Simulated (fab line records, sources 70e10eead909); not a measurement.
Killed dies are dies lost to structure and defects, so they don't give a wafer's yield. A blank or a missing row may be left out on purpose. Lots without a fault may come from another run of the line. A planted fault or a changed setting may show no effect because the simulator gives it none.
Which tool did it? | flow nand_harc | 7 lots, 21 wafers sampled, at 2 steps of a route of 1159

WHAT THE GAUGES READ, wafer by wafer
NHARC_THIN_TSV_CD_MEAS_16.
lot  | measured     | on        | cd_nm (nm)
L327 | day 19 16:09 | cd_sem-01 | 1000.7 1000.8 998.3
L328 | day 19 23:31 | cd_sem-01 | 998.8 999.4 1000.6
L332 | day 20 07:30 | cd_sem-02 | 1000.6 999.0 999.3
L336 | day 21 12:16 | cd_sem-02 | 1000.6 1000.3 1000.5
L338 | day 21 20:34 | cd_sem-01 | 1001.6 1000.6 1002.1
L344 | day 23 19:22 | cd_sem-03 | 1001.2 1001.4 1000.6
L346 | day 23 23:31 | cd_sem-03 | 1003.3 1001.5 1003.5

WHICH TOOL RAN EACH LOT (tool, then ch and the chambers of the sampled wafers, then the start)
lot  | NHARC_A_BLC_PRE_CLEAN_31
L327 | pvd_sputter-01, day 18 06:04
L328 | pvd_sputter-01, day 18 18:56
L332 | pvd_sputter-01, day 19 01:29
L336 | pvd_sputter-01, day 20 05:53
L338 | pvd_sputter-03, day 20 15:26
L344 | pvd_sputter-03, day 22 13:02
L346 | pvd_sputter-02, day 22 19:38
- NHARC_A_BLC_PRE_CLEAN_31: time 15 s.

THE ANSWER, worked out from the rows above alone
Rule: what is usual is taken from the lots themselves. Put in order of their means at a reading, lots are off if they are a third of the lots or fewer, leave a main group of 4 or more, and stand apart from it by a gap of 3 or more times the standard deviation of the main group's means; of several such gaps the widest counts. A main group whose means are all the same, to the digits that the tables above print for the reading, isn't used. A lot without any number at a reading at which 4 lots or more have one is off too. The other lots that the step has rows for count as sound.
No lot is off at any reading shown: from this, nothing can be told.

WHAT THE SIMULATOR HAD PUT IN
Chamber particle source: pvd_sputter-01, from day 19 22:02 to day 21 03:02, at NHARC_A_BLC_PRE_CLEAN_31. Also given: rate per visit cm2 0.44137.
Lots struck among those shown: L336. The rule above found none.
